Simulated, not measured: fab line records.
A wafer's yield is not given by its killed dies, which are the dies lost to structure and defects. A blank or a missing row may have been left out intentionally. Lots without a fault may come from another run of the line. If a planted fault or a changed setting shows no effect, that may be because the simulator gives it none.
Matching of chambers ; flow n5 finfet ; N5_SPACER0_ALD_08 on ald sin-03 has 4 sister chambers
The step deposits SiNx, target thk 2 nm. 14 wafers are shown with their chamber, then 7 later ones without.

WAFERS, EACH WITH ITS CHAMBER
wafer;chamber;heater power w (W)
L409.1;0;782
L409.3;2;827
L409.5;1;783
L410.1;1;772
L410.3;2;828
L410.5;0;779
L414.1;0;772
L414.3;3;753
L414.5;0;771
L415.2;0;798
L415.3;3;760
L415.5;2;825
L416.1;0;787
L416.2;2;848

SIGNATURES, as means of the wafers listed above
reading;chamber 0;chamber 1;chamber 2;chamber 3;scatter within a chamber
heater power w;781.50;777.50;832.00;756.50;9.7
Rule: a wafer's distance from a chamber is the root of the sum, over the readings, of the square of ((its reading less the chamber's mean) divided by the reading's scatter). If the next closest chamber is less than 2 further off than the closest, the wafer can't be placed; otherwise it belongs to the closest. The scatter: take each reading less its chamber's mean, square it, sum over the shown wafers, divide by the number of wafers less the number of chambers, and take the root.

WAFERS WITH NO CHAMBER GIVEN
wafer;heater power w (W)
L416.3;760
L417.2;838
L417.4;777
L417.5;785
L426.2;833
L426.5;780
L426.6;838

WHICH CHAMBER EACH ONE RAN IN
wafer;from the rows above;in truth
L416.3;can't be placed: 3 or 1 or 0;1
L417.2;2;2
L417.4;can't be placed: 1 or 0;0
L417.5;can't be placed: 0 or 1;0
L426.2;2;2
L426.5;can't be placed: 0 or 1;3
L426.6;2;2
3 of 7 placed correctly. Not placeable from these rows: 4 (in 3, the candidates include the true chamber). Wrongly placed: 0.
